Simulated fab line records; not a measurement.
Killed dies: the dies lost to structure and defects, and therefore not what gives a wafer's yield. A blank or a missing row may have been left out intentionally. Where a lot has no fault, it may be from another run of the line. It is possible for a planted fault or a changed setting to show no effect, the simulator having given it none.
fab line records	flow n5Finfet	part 1 of 2: steps 1 to 4 of 6
record: lots: 20	wafers: 60	lastDay: 18
route steps=1938 shown HKMG_FIN@445 GATE_CUT@474
lots that met no fault: from a run of the same line without faults
startH: hours from the record's opening day to when the first of the lot's shown wafers began	waitH: hours from the lot's prior step to this one	" unchanged from the row above	L1.1+2: one row covering several wafers at once	- no value present, or no start provided	* or withheld: withheld	< > ~ a bound
route shown NAME@n: NAME is a module with steps in the file, n the number in the route of the first one	usual: mean/standard deviation taken from wafers without a fault	same: alike in all rows	chamber/n: place in a boat	sites: each site's reading	_std_site: the standard deviation of these	_edge_site: the outer-site mean with the inner-site mean subtracted	radiusMm: how far each site lies from the wafer's centre	mask NAME#n: copy n	behind: the most recent tool/chamber to have shaped the wafer	hold: why the lot went on hold/how many hours it stayed there/how the hold came to an end	device: whichever transistor did not switch (one of n, p or np)	end of line: the same wafers' tests at the end of the route	a step given without rows: its recipe and nothing more	killed: not the wafer's yield, but the dies lost to structure and defects at the first sort	map: shows each die of a wafer: x if killed, . if not, _ if none is there
set.NAME: the run value of the setting; set.NAME@STEP: its run value at that earlier step	model.NAME: the simulator's own value behind a step, which no gauge read
route steps across a sampled set of lots; one table per step, one row per wafer
services: a tool's chamber out of use, with start hour (startH, from the record's first day; less than 0 if before it), hours out, and reason
== steps ==
step: N5_HKMG_FIN_STRIP_89
recipe: chemistry: N2/H2	material: SOC	timeS: 20	powerW: 500	tempC: 40	pressureMtorr: 50	rfFrequencyHz: 6e+07	biasPowerW: 8	h2Frac: 0.5	n2FlowSccm: 300	h2FlowSccm: 300
usual: chamberPressureMTorr: 50.00/0.042	drypumpMotorCurrentA: 5.69/0.28	h2FlowSccm: 300.0/0.86	oesProductAu: 0.83/0.096	rfVppV: 54.2/0.91	showerheadPlenumPTorr: 3.37/0.13	throttleValvePct: 18.9/0.47
same: timeS: 20
lot.wafer	tool	chamber	startH	waitH	chamberPressureMTorr	drypumpMotorCurrentA	h2FlowSccm	oesProductAu	rfHoursCounterH	rfVppV	showerheadPlenumPTorr	throttleValvePct
L074.3	rieDiel-06	3	79.30	0.0	49.97	5.29	299.6	0.87	34	54.3	3.28	19.4
L074.5	"	0	"	"	50.03	5.73	299.8	0.76	-	53.7	3.22	19.1
L074.6	"	1	"	"	49.98	5.97	300.1	0.97	-	57.0	3.57	18.5
L075.1	rieDiel-01	3	84.47	0.0	49.98	5.49	298.6	0.70	219	53.9	3.18	18.6
L075.3	"	1	"	"	49.99	5.52	299.9	0.69	227	55.5	3.51	19.9
L075.5	"	1	"	"	49.97	5.52	298.4	0.70	-	54.1	3.51	19.9
L077.1	rieDiel-01	0	98.45	0.0	49.98	5.72	299.8	0.92	27	53.6	3.33	19.4
L077.4	"	2	"	"	50.03	5.85	299.1	0.79	101	54.7	3.24	19.2
L077.5	"	0	"	"	49.95	5.71	301.2	0.92	-	54.6	3.33	19.4
L078.4	rieDiel-02	3	104.68	0.0	49.99	6.13	300.6	0.75	-	52.8	3.33	18.4
L078.5	"	1	"	"	49.98	5.59	299.3	0.68	-	54.1	3.19	18.9
L078.6	"	0	"	"	49.96	5.99	299.6	0.88	-	55.2	3.45	19.0
L079.4	rieDiel-02	3	110.88	0.0	50.03	6.11	299.5	0.73	-	54.6	3.33	18.4
L079.5	"	1	"	"	49.88	5.58	300.5	0.70	-	53.9	3.19	18.9
L079.6	"	0	"	"	50.04	5.96	299.1	0.88	-	53.3	3.45	19.0
L080.2	rieDiel-02	1	114.87	0.0	50.06	5.57	299.6	0.69	256	54.9	3.19	18.9
L080.3	"	3	"	"	49.99	6.11	301.3	0.74	160	53.7	3.33	18.4
L080.6	"	0	"	"	49.93	5.96	301.6	0.87	-	55.2	3.44	19.0
L081.2	rieDiel-06	3	120.67	0.0	50.03	5.26	300.1	0.86	46	54.7	3.27	19.5
L081.3	"	1	"	"	49.96	5.97	299.9	0.93	31	55.1	3.56	18.5
L081.5	"	3	"	"	49.98	5.26	299.7	0.85	-	53.2	3.27	19.5
L083.2	rieDiel-02	0	133.08	0.0	49.98	5.97	299.4	0.87	55	55.2	3.44	19.0
L083.4	"	3	"	"	50.06	6.10	299.7	0.73	-	56.5	3.33	18.4
L083.6	"	0	"	"	50.01	6.00	299.5	0.87	-	54.4	3.44	19.0
L084.1	rieDiel-01	1	137.94	0.0	49.94	5.56	299.8	0.67	244	54.0	3.50	19.9
L084.2	"	2	"	"	50.09	5.89	301.3	0.78	113	53.1	3.24	19.2
L084.3	"	3	"	"	49.97	5.51	300.9	0.68	236	54.8	3.18	18.7
L086.1	rieDiel-02	0	148.86	0.0	49.98	5.97	300.6	0.86	62	54.6	3.44	19.0
L086.5	"	3	"	"	50.06	6.11	300.6	0.73	-	55.2	3.32	18.4
L086.6	"	0	"	"	50.03	5.99	299.7	0.86	-	54.9	3.44	19.0
L085.3	rieDiel-01	2	151.26	0.0	50.02	5.90	298.7	0.78	119	54.3	3.24	19.2
L085.4	"	2	"	"	49.95	5.88	300.0	0.77	-	54.5	3.24	19.2
L085.6	"	1	"	"	50.01	5.53	301.3	0.67	-	55.4	3.50	19.9
L088.2	rieDiel-02	2	160.54	0.0	50.02	5.36	298.5	0.91	17	52.6	3.32	18.3
L088.3	"	0	"	"	49.99	5.96	297.7	0.86	65	55.1	3.43	19.0
L088.6	"	1	"	"	50.06	5.56	299.9	0.94	-	55.0	3.59	18.5
L089.1	rieDiel-02	3	167.60	0.0	49.99	6.09	300.6	0.71	181	53.9	3.32	18.4
L089.2	"	0	"	"	50.06	5.97	300.9	0.86	69	53.1	3.43	19.0
L089.5	"	2	"	"	49.99	5.35	298.9	0.90	-	54.1	3.32	18.4
L090.3	rieDiel-02	2	177.31	0.0	50.03	5.37	301.0	0.89	24	53.8	3.32	18.3
L090.5	"	0	"	"	49.99	5.99	300.5	0.85	-	53.5	3.43	19.0
L090.6	"	3	"	"	50.06	6.11	299.4	0.72	-	53.9	3.32	18.4
L091.1	rieDiel-02	0	184.68	0.0	49.98	5.97	299.4	0.85	75	55.2	3.43	19.1
L091.3	"	1	"	"	50.04	5.58	298.5	0.91	18	55.3	3.59	18.5
L091.5	"	1	"	"	50.02	5.56	299.3	0.92	-	55.8	3.59	18.5
L092.3	rieDiel-01	1	185.45	0.0	50.06	5.50	301.1	0.97	6	54.3	3.49	19.6
L092.4	"	0	"	"	49.97	5.72	301.6	0.87	-	53.2	3.32	19.4
L092.5	"	1	"	"	50.00	5.54	300.7	0.97	-	55.1	3.49	19.5
L093.1	rieDiel-02	1	193.98	0.0	49.98	5.56	299.1	0.91	22	52.9	3.59	18.5
L093.3	"	0	"	"	50.04	5.98	300.7	0.84	79	54.3	3.43	19.1
L093.4	"	2	"	"	50.05	5.37	299.9	0.87	31	53.6	3.32	18.4
L095.2	rieDiel-06	2	204.27	0.0	49.99	5.14	301.7	0.89	41	53.3	3.39	18.9
L095.5	"	3	"	"	49.99	5.28	300.0	0.81	-	54.3	3.26	19.5
L095.6	"	0	"	"	49.99	5.72	298.9	0.74	-	55.0	3.21	19.2
L096.2	rieDiel-02	3	213.33	0.0	50.00	6.13	299.8	0.71	198	53.3	3.31	18.4
L096.3	"	1	"	"	50.03	5.59	300.0	0.90	29	54.4	3.58	18.5
L096.5	"	1	"	"	49.95	5.55	299.8	0.91	-	55.6	3.58	18.5
L097.3	rieDiel-01	2	215.64	0.0	50.05	5.88	300.1	0.75	144	52.8	3.22	19.2
L097.5	"	3	"	"	50.01	5.52	298.2	0.98	-	55.4	3.57	18.3
L097.6	"	2	"	"	50.00	5.88	299.5	0.75	-	53.2	3.22	19.2
step: N5_HKMG_FIN_NWFM_ALD_20
recipe: material: TiAlC	targetThkA: 20	tempC: 300	aldPrecursorFamily: TiCl4	aldCoReactant: TEA	pulseTimeS: 3	purgeTimeS: 2	coReactantPurgeTimeS: 2	coReactantPulseTimeS: 10	aldCycles: 7	pressureTorr: 3
usual: heaterPowerW: 485/44	precursorPulseHeightRel: 0.999/0.02
same: coReactantPulseTimeS: 10	pulseTimeS: 3
lot.wafer	tool	chamber	startH	waitH	heaterPowerW	precursorPulseHeightRel
L074.3	aldMetal-03	0	79.87	0.1	456	1.015
L074.5	"	1	"	"	451	1.023
L074.6	"	2	"	"	461	1.016
L075.1	aldMetal-03	2	85.05	0.3	463	0.960
L075.3	"	1	"	"	453	1.021
L075.5	"	3	"	"	522	0.997
L077.1	aldMetal-03	0	99.03	0.3	453	1.017
L077.4	"	2	"	"	467	1.016
L077.5	"	3	"	"	505	0.978
L078.4	aldMetal-03	3	105.29	0.1	509	0.991
L078.5	"	1	"	"	447	0.972
L078.6	"	2	"	"	461	1.024
L079.4	aldMetal-01	2	111.42	0.1	589	0.984
L079.5	"	1	"	"	441	1.016
L079.6	"	0	"	"	515	0.997
L080.2	aldMetal-03	0	115.48	0.3	460	0.996
L080.3	"	1	"	"	454	0.979
L080.6	"	0	"	"	449	1.006
L081.2	aldMetal-01	1	121.29	0.3	427	1.020
L081.3	"	2	"	"	597	1.027
L081.5	"	2	"	"	578	1.021
L083.2	aldMetal-03	2	133.65	0.3	478	0.984
L083.4	"	0	"	"	457	1.024
L083.6	"	1	"	"	450	0.999
L084.1	aldMetal-01	1	138.51	0.3	414	0.983
L084.2	"	2	"	"	584	1.010
L084.3	"	3	"	"	522	1.015
L086.1	aldMetal-01	1	149.44	0.3	424	1.007
L086.5	"	1	"	"	423	1.003
L086.6	"	0	"	"	526	0.974
L085.3	aldMetal-04	3	151.84	0.1	494	0.998
L085.4	"	1	"	"	444	0.999
L085.6	"	0	"	"	458	1.001
L088.2	aldMetal-01	0	161.11	0.3	533	0.989
L088.3	"	1	"	"	440	0.982
L088.6	"	0	"	"	511	1.005
L089.1	aldMetal-04	2	168.17	0.3	519	1.006
L089.2	"	1	"	"	451	1.009
L089.5	"	1	"	"	451	1.018
L090.3	aldMetal-03	1	177.89	0.1	460	0.967
L090.5	"	1	"	"	449	1.016
L090.6	"	2	"	"	475	1.000
L091.1	aldMetal-04	3	185.25	0.3	495	1.021
L091.3	"	1	"	"	455	0.966
L091.5	"	1	"	"	451	0.994
L092.3	aldMetal-03	2	186.03	0.1	472	1.046
L092.4	"	1	"	"	459	0.996
L092.5	"	2	"	"	453	0.988
L093.1	aldMetal-04	2	194.55	0.3	521	0.979
L093.3	"	3	"	"	496	1.002
L093.4	"	0	"	"	452	1.018
L095.2	aldMetal-01	2	204.85	0.3	594	0.959
L095.5	"	2	"	"	587	1.027
L095.6	"	0	"	"	532	1.003
L096.2	aldMetal-03	0	213.91	0.3	462	0.978
L096.3	"	3	"	"	522	0.973
L096.5	"	0	"	"	450	0.989
L097.3	aldMetal-03	0	216.22	0.1	452	1.012
L097.5	"	1	"	"	460	1.038
L097.6	"	2	"	"	470	1.000
step: N5_HKMG_FIN_ALD_71
recipe: material: TiN	targetThkA: 10	tempC: 400	aldPrecursorFamily: TiCl4	aldCoReactant: NH3	pulseTimeS: 1	purgeTimeS: 3	coReactantPurgeTimeS: 2	coReactantPulseTimeS: 2	aldCycles: 47	pressureTorr: 3
usual: heaterPowerW: 870/78	precursorPulseHeightRel: 1.004/0.021
same: coReactantPulseTimeS: 2	pulseTimeS: 1
lot.wafer	tool	chamber	startH	waitH	heaterPowerW	precursorPulseHeightRel
L074.3	aldMetal-03	0	79.97	0.0	820	0.983
L074.5	"	1	"	"	804	0.996
L074.6	"	2	"	"	815	1.038
L075.1	aldMetal-03	2	85.15	0.0	828	1.017
L075.3	"	1	"	"	803	0.997
L075.5	"	3	"	"	931	1.045
L077.1	aldMetal-03	0	99.13	0.0	830	1.015
L077.4	"	2	"	"	848	1.030
L077.5	"	3	"	"	923	0.969
L078.4	aldMetal-03	3	105.39	0.0	926	1.033
L078.5	"	1	"	"	810	1.003
L078.6	"	2	"	"	826	0.973
L079.4	aldMetal-01	2	111.52	0.0	1040	0.999
L079.5	"	1	"	"	770	0.997
L079.6	"	0	"	"	949	0.987
L080.2	aldMetal-03	0	115.58	0.0	834	1.018
L080.3	"	1	"	"	803	1.005
L080.6	"	0	"	"	802	0.999
L081.2	aldMetal-01	1	121.39	0.0	779	1.003
L081.3	"	2	"	"	1052	0.987
L081.5	"	2	"	"	1043	0.982
L083.2	aldMetal-03	2	133.75	0.0	844	0.979
L083.4	"	0	"	"	796	1.024
L083.6	"	1	"	"	819	0.976
L084.1	aldMetal-01	1	138.61	0.0	785	1.002
L084.2	"	2	"	"	1080	1.007
L084.3	"	3	"	"	957	0.957
L086.1	aldMetal-01	1	149.53	0.0	776	1.016
L086.5	"	1	"	"	761	1.008
L086.6	"	0	"	"	957	1.041
L085.3	aldMetal-04	3	151.94	0.0	888	1.029
L085.4	"	1	"	"	800	1.021
L085.6	"	0	"	"	813	1.021
L088.2	aldMetal-01	0	161.21	0.0	930	0.986
L088.3	"	1	"	"	762	1.038
L088.6	"	0	"	"	929	1.010
L089.1	aldMetal-04	2	168.27	0.0	945	1.017
L089.2	"	1	"	"	805	1.014
L089.5	"	1	"	"	793	0.987
L090.3	aldMetal-03	1	177.98	0.0	815	1.003
L090.5	"	1	"	"	825	1.033
L090.6	"	2	"	"	863	0.996
L091.1	aldMetal-04	3	185.35	0.0	899	0.976
L091.3	"	1	"	"	784	1.034
L091.5	"	1	"	"	809	0.998
L092.3	aldMetal-03	2	186.13	0.0	830	0.999
L092.4	"	1	"	"	816	0.998
L092.5	"	2	"	"	840	0.982
L093.1	aldMetal-04	2	194.65	0.0	938	0.996
L093.3	"	3	"	"	893	0.975
L093.4	"	0	"	"	808	1.005
L095.2	aldMetal-01	2	204.95	0.0	1042	0.990
L095.5	"	2	"	"	1047	1.001
L095.6	"	0	"	"	949	1.051
L096.2	aldMetal-03	0	214.01	0.0	806	1.018
L096.3	"	3	"	"	907	1.003
L096.5	"	0	"	"	799	1.019
L097.3	aldMetal-03	0	216.32	0.0	820	1.017
L097.5	"	1	"	"	816	1.010
L097.6	"	2	"	"	835	1.011
step: N5_GATE_CUT_PECVD_57
recipe: material: SiNx	targetThkA: 210	tempC: 400	precursor: SiH4/NH3/N2	pressureTorr: 1.5	rfW: 300
usual: heaterPowerW: 784/93	showerheadPlenumPTorr: 5.16/0.082	throttleValvePct: 39.8/2.7
lot.wafer	tool	chamber	startH	waitH	heaterPowerW	showerheadPlenumPTorr	throttleValvePct
L074.3	pecvd-01	2	85.48	1.1	723	5.22	36.2
L074.5	"	1	"	"	727	5.05	42.8
L074.6	"	2	"	"	714	5.22	36.0
L075.1	pecvd-04	1	90.86	1.1	956	5.05	35.8
L075.3	"	0	"	"	732	5.21	41.4
L075.5	"	1	"	"	947	5.05	35.4
L077.1	pecvd-01	0	104.45	1.1	764	5.28	42.3
L077.4	"	0	"	"	751	5.30	42.2
L077.5	"	1	"	"	772	5.07	42.6
L078.4	pecvd-02	1	110.65	1.1	872	5.09	41.7
L078.5	"	1	"	"	866	5.11	41.8
L078.6	"	2	"	"	645	5.13	37.1
L079.4	pecvd-02	0	116.71	1.1	807	5.13	39.8
L079.5	"	1	"	"	844	5.08	41.7
L079.6	"	2	"	"	630	5.13	36.8
L080.2	pecvd-01	2	120.75	1.1	733	5.23	36.1
L080.3	"	2	"	"	739	5.22	36.4
L080.6	"	2	"	"	736	5.20	36.1
L081.2	pecvd-01	0	126.64	1.1	872	5.28	42.6
L081.3	"	2	"	"	793	5.22	36.3
L081.5	"	0	"	"	901	5.28	42.4
L083.2	pecvd-04	0	138.96	1.1	611	5.22	41.3
L083.4	"	0	"	"	645	5.22	41.4
L083.6	"	2	"	"	929	5.12	39.8
L084.1	pecvd-01	1	144.55	1.1	769	5.05	42.7
L084.2	"	2	"	"	804	5.21	36.6
L084.3	"	0	"	"	838	5.29	42.5
L086.1	pecvd-01	2	155.06	1.1	839	5.22	36.3
L086.5	"	2	"	"	836	5.22	36.2
L086.6	"	1	"	"	734	5.06	42.7
L085.3	pecvd-02	0	157.40	1.1	743	5.13	39.7
L085.4	"	1	"	"	837	5.11	41.8
L085.6	"	0	"	"	765	5.13	39.5
L088.2	pecvd-01	1	167.05	1.1	677	5.06	42.7
L088.3	"	0	"	"	839	5.29	42.7
L088.6	"	1	"	"	651	5.06	42.9
L089.1	pecvd-02	0	175.41	1.1	912	5.14	39.6
L089.2	"	1	"	"	788	5.10	41.8
L089.5	"	0	"	"	893	5.12	39.9
L090.3	pecvd-01	0	183.65	1.1	826	5.29	42.4
L090.5	"	2	"	"	796	5.21	36.5
L090.6	"	1	"	"	707	5.06	42.6
L091.1	pecvd-01	2	190.52	1.1	722	5.21	37.2
L091.3	"	0	"	"	809	5.28	42.4
L091.5	"	0	"	"	829	5.29	42.5
L092.3	pecvd-01	0	193.38	1.1	805	5.30	42.8
L092.4	"	2	"	"	806	5.22	36.7
L092.5	"	0	"	"	843	5.29	42.7
L093.1	pecvd-04	1	199.84	1.1	900	5.05	35.8
L093.3	"	0	"	"	657	5.21	41.4
L093.4	"	1	"	"	904	5.05	35.8
L095.2	pecvd-04	1	210.38	1.1	915	5.06	35.4
L095.5	"	0	"	"	672	5.20	41.4
L095.6	"	1	"	"	942	5.04	35.9
L096.2	pecvd-04	1	219.17	1.1	962	5.05	35.7
L096.3	"	0	"	"	707	5.22	41.2
L096.5	"	2	"	"	867	5.13	40.1
L097.3	pecvd-04	0	221.54	1.1	628	5.21	41.3
L097.5	"	0	"	"	622	5.22	41.8
L097.6	"	2	"	"	873	5.14	40.3
